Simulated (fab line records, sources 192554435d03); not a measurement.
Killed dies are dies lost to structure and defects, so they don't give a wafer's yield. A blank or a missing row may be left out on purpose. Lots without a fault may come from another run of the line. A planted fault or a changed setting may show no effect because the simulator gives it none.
A struck lot beside a sound one | flow n5_finfet | 40 steps out of a route of 1938
Sound: wafers L472.2, L472.4, L472.6. Struck: wafers L481.2, L481.3, L481.5. The cause comes at the end.
At each step with rows: each side's tool, then ch and its chambers, then its first start. Under that, the readings that differ: sound wafers | struck wafers | difference of the means | sigmas: that difference in standard deviations of wafers without a fault.
alike: readings whose means differ by less than 2 such deviations, and words and numbers that are the same on both sides. not compared: withheld readings, readings that some wafer has no value for, bounds like >300 that may hide the same value, and numbers for which the record gives no deviation and whose values overlap.
The two part at a step that has a row with sigmas, a row that says differs or no value, or rows on one side only. Numbers that don't overlap but have no deviation are shown without sigmas and don't part them. A reading that every wafer of one side lacks parts them only if that side has two wafers or more.

first, 11 steps without rows for these wafers: N5_BEOL_M1_DESCUM_33 (chemistry O2, time 7 s); N5_BEOL_M1_ETCH_77 (etches underlayer in N2/H2, target depth 6.5 nm, time 5.2 s); N5_BEOL_M1_ETCH_69 (etches SiARC in CF4, target depth 15.6 nm, time 26 s); N5_BEOL_M1_ALD_98 (deposits SiO2, target thk 2.5 nm, pulse time 1 s, co reactant pulse time 1 s); N5_BEOL_M1_ETCHBACK_99 (etches SiO2 in CHF3, target depth 5 nm, time 10.4 s); N5_BEOL_M1_ETCH_70 (etches SOC in N2/H2, target depth 80 nm, overetch 16 nm, time 120 s); N5_BEOL_M1_STRIP_71 (strips in N2/H2); N5_BEOL_M1_STRIP_78 (strips in N2/H2); N5_BEOL_M1_VIA_ETCH_34 (etches the open film in C4F6/O2, target depth 67.8 nm, time 64.4 s); N5_BEOL_M1_STRIP_83 (strips in C4F6/O2); N5_BEOL_M1_STRIP_36 (strips in N2/H2).
N5_BEOL_M1_TRENCH_ETCH_37: etches SiOC in C4F6/O2, target depth 55.207 nm, time 29 s.
  sound on rie_diel-03 ch 2,3, day 6 20:58; struck on rie_diel-03 ch 0,3, day 9 11:35
  alike: C4F6_flow_sccm, drypump_motor_current_A, oes_product_au, rf_fwd_power_W, rf_vpp_V, showerhead_plenum_p_Torr, throttle_valve_pct
  not compared: rf_hours_counter_h
then, 27 steps without rows for these wafers: N5_BEOL_M1_ETCH_41 (etches SiCN in CH3F/O2, target depth 31.9 nm, time 57.8 s); N5_BEOL_M1_STRIP_97 (strips in N2/H2, time 10 s); N5_BEOL_M1_HM_STRIP_39 (strips TiN in peroxide tin strip, target depth 25 nm, time 158 s); N5_BEOL_M1_SRD_40 (time 30 s); N5_BEOL_M1_PRECLEAN_42 (cleans in residue remover, time 60 s); N5_BEOL_M1_SRD_43 (time 30 s); N5_BEOL_M1_DEGAS_44 (time 60 s); N5_BEOL_M1_PRE_CLEAN_45 (time 30 s); N5_BEOL_M1_ALD_84 (deposits TaN, pulse time 2 s, purge time 3 s, co reactant purge time 2 s); N5_BEOL_M1_SURFACE_TREAT_85; N5_BEOL_M1_CVD_47 (deposits Co from CCTBA/H2, target thk 3 nm, time 223.8 s); N5_BEOL_M1_SPUTTER_48 (material Cu, target thk 4.5 nm, time 8.29 s); N5_BEOL_M1_ANNEAL_49 (time 240 s); N5_BEOL_M1_SPUTTER_79 (material Cu, target thk 4.5 nm, time 8.29 s); N5_BEOL_M1_ANNEAL_80 (time 240 s); N5_BEOL_M1_SPUTTER_81 (material Cu, target thk 4.5 nm, time 8.29 s); N5_BEOL_M1_ANNEAL_82 (time 240 s); N5_BEOL_M1_SPUTTER_86 (material Cu, target thk 4.5 nm, time 8.29 s); N5_BEOL_M1_ANNEAL_87 (time 240 s); N5_BEOL_M1_SPUTTER_88 (material Cu, target thk 4.5 nm, time 8.29 s); N5_BEOL_M1_ANNEAL_89 (time 240 s); N5_BEOL_M1_SPUTTER_90 (material Cu, target thk 4.5 nm, time 8.29 s); N5_BEOL_M1_ANNEAL_91 (time 240 s); N5_BEOL_M1_SPUTTER_92 (material Cu, target thk 4.5 nm, time 8.29 s); N5_BEOL_M1_ANNEAL_93 (time 240 s); N5_BEOL_M1_SPUTTER_94 (material Cu, target thk 4.5 nm, time 8.29 s); N5_BEOL_M1_ANNEAL_95 (time 240 s).
-- the record jumps here: 6 days lie between the struck wafers' starts before and after (it left off in module BEOL_M1 and takes up again in module PASSIVATION, whose first step shown is number 1936 of the route) --
N5_PASSIVATION_PROBE_49:
  the record has rows for the struck wafers here (prober-01, day 15 07:40) and none for the sound ones

WHERE THEY PART
Only at N5_PASSIVATION_PROBE_49, within this record.

WHY: what the simulator had put in
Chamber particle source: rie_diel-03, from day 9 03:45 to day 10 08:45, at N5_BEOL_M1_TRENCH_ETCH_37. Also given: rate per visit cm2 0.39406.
